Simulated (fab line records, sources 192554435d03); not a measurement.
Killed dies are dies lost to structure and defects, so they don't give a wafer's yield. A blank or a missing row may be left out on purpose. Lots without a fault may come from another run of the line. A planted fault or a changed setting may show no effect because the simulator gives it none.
Chamber matching | flow n5_finfet | N5_BEOL_M3_STRIP_36 on rie_diel-02: 4 sister chambers
The step strips in N2/H2. 27 wafers are shown with their chamber, then 12 later ones without.

WAFERS WITH THEIR CHAMBER
wafer  | chamber | drypump_motor_current_A (A) | throttle_valve_pct (%) | showerhead_plenum_p_Torr (Torr)
L075.1 | 3       | 5.4                         | 24.2                   | 2.56
L075.5 | 3       | 5.4                         | 24.2                   | 2.56
L075.6 | 2       | 6.4                         | 23.5                   | 2.52
L076.3 | 0       | 5.4                         | 23.4                   | 2.51
L076.4 | 1       | 5.7                         | 23.8                   | 2.45
L076.6 | 2       | 6.5                         | 23.5                   | 2.52
L078.1 | 3       | 5.4                         | 24.2                   | 2.56
L078.5 | 1       | 5.7                         | 23.7                   | 2.45
L078.6 | 0       | 5.4                         | 23.4                   | 2.50
L077.3 | 2       | 6.4                         | 23.5                   | 2.52
L077.4 | 3       | 5.4                         | 24.2                   | 2.56
L077.6 | 2       | 6.5                         | 23.5                   | 2.52
L079.2 | 2       | 6.5                         | 23.5                   | 2.52
L079.4 | 3       | 5.4                         | 24.2                   | 2.56
L079.6 | 2       | 6.4                         | 23.5                   | 2.52
L083.1 | 2       | 6.4                         | 23.5                   | 2.51
L083.3 | 3       | 5.4                         | 24.2                   | 2.56
L083.5 | 1       | 5.7                         | 23.8                   | 2.45
L084.3 | 3       | 5.4                         | 24.2                   | 2.56
L084.4 | 1       | 5.7                         | 23.8                   | 2.45
L084.5 | 3       | 5.4                         | 24.1                   | 2.56
L085.1 | 2       | 6.4                         | 23.5                   | 2.51
L085.4 | 0       | 5.3                         | 23.4                   | 2.50
L085.5 | 3       | 5.4                         | 24.2                   | 2.55
L087.1 | 3       | 5.4                         | 24.2                   | 2.55
L087.4 | 2       | 6.4                         | 23.5                   | 2.51
L087.5 | 2       | 6.5                         | 23.6                   | 2.51

SIGNATURES (means of the wafers above)
reading                  | chamber 0 | chamber 1 | chamber 2 | chamber 3 | scatter within a chamber
drypump_motor_current_A  | 5.367     | 5.700     | 6.440     | 5.400     | 0.0365
throttle_valve_pct       | 23.400    | 23.775    | 23.510    | 24.190    | 0.0333
showerhead_plenum_p_Torr | 2.5033    | 2.4500    | 2.5160    | 2.5580    | 0.0045
Rule: a wafer's distance from a chamber is the root of the sum, over the readings, of the square of ((its reading less the chamber's mean) divided by the reading's scatter). The wafer belongs to the nearest chamber; if the next one is less than 2 further off, it can't be placed. The scatter: the root of (the sum of the squares of (reading less its chamber's mean) over the shown wafers, divided by (wafers less chambers)).

WAFERS WITHOUT THEIR CHAMBER
wafer  | drypump_motor_current_A (A) | throttle_valve_pct (%) | showerhead_plenum_p_Torr (Torr)
L090.3 | 5.4                         | 23.3                   | 2.49
L090.5 | 5.7                         | 23.7                   | 2.44
L090.6 | 5.4                         | 23.4                   | 2.49
L089.2 | 5.7                         | 23.8                   | 2.44
L089.4 | 6.5                         | 23.5                   | 2.51
L089.6 | 6.4                         | 23.6                   | 2.51
L095.1 | 6.4                         | 23.5                   | 2.51
L095.4 | 5.4                         | 23.4                   | 2.49
L095.5 | 6.5                         | 23.5                   | 2.51
L094.1 | 5.4                         | 24.2                   | 2.55
L094.2 | 5.4                         | 23.4                   | 2.49
L094.4 | 5.7                         | 23.8                   | 2.44

WHICH CHAMBER EACH WENT THROUGH
wafer  | from the rows above | in truth
L090.3 | 0                   | 0
L090.5 | 1                   | 1
L090.6 | 0                   | 0
L089.2 | 1                   | 1
L089.4 | 2                   | 2
L089.6 | 2                   | 2
L095.1 | 2                   | 2
L095.4 | 0                   | 0
L095.5 | 2                   | 2
L094.1 | 3                   | 3
L094.2 | 0                   | 0
L094.4 | 1                   | 1
Placed correctly: 12 of 12. Can't be placed from these rows: 0. Placed wrongly: 0.
